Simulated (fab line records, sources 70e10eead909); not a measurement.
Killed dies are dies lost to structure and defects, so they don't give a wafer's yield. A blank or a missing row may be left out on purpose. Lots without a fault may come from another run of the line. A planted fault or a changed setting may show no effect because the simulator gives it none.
Chamber matching | flow nand_harc | NHARC_P_M1_DEP_33 on pecvd-04: 3 sister chambers
The step deposits SiCN, target thk 30 nm. 3 wafers are shown with their chamber, then 9 later ones without.

WAFERS WITH THEIR CHAMBER
wafer  | chamber | heater_power_w (W)
L087.2 | 1       | 587
L087.3 | 0       | 586
L087.4 | 2       | 539

WAFERS WITHOUT THEIR CHAMBER
wafer  | heater_power_w (W)
L093.3 | 564
L093.4 | 502
L093.5 | 545
L095.4 | 625
L095.5 | 568
L095.6 | 499
L096.1 | 501
L096.3 | 629
L096.6 | 500

WHICH CHAMBER EACH WENT THROUGH
wafer  | from the rows above          | in truth
L093.3 | can't be placed: 0 or 1 or 2 | 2
L093.4 | can't be placed: 2 or 0 or 1 | 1
L093.5 | can't be placed: 2 or 0 or 1 | 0
L095.4 | can't be placed: 1 or 0 or 2 | 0
L095.5 | can't be placed: 0 or 1 or 2 | 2
L095.6 | can't be placed: 2 or 0 or 1 | 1
L096.1 | can't be placed: 2 or 0 or 1 | 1
L096.3 | can't be placed: 1 or 0 or 2 | 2
L096.6 | can't be placed: 2 or 0 or 1 | 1
Placed correctly: 0 of 9. Can't be placed from these rows: 9 (the true chamber is among the candidates in 9). Placed wrongly: 0.
How it was worked out, from the rows above alone: a wafer's distance from a chamber is the root of the sum, over the readings, of the square of ((its reading less the chamber's mean) divided by the reading's scatter). The wafer belongs to the nearest chamber; if the next one is less than 2 further off, it can't be placed. A chamber's mean is the mean of its shown wafers. The scatter: with one shown wafer a chamber, the root of the mean of the squares of how far each hidden wafer lies from its nearest shown one.
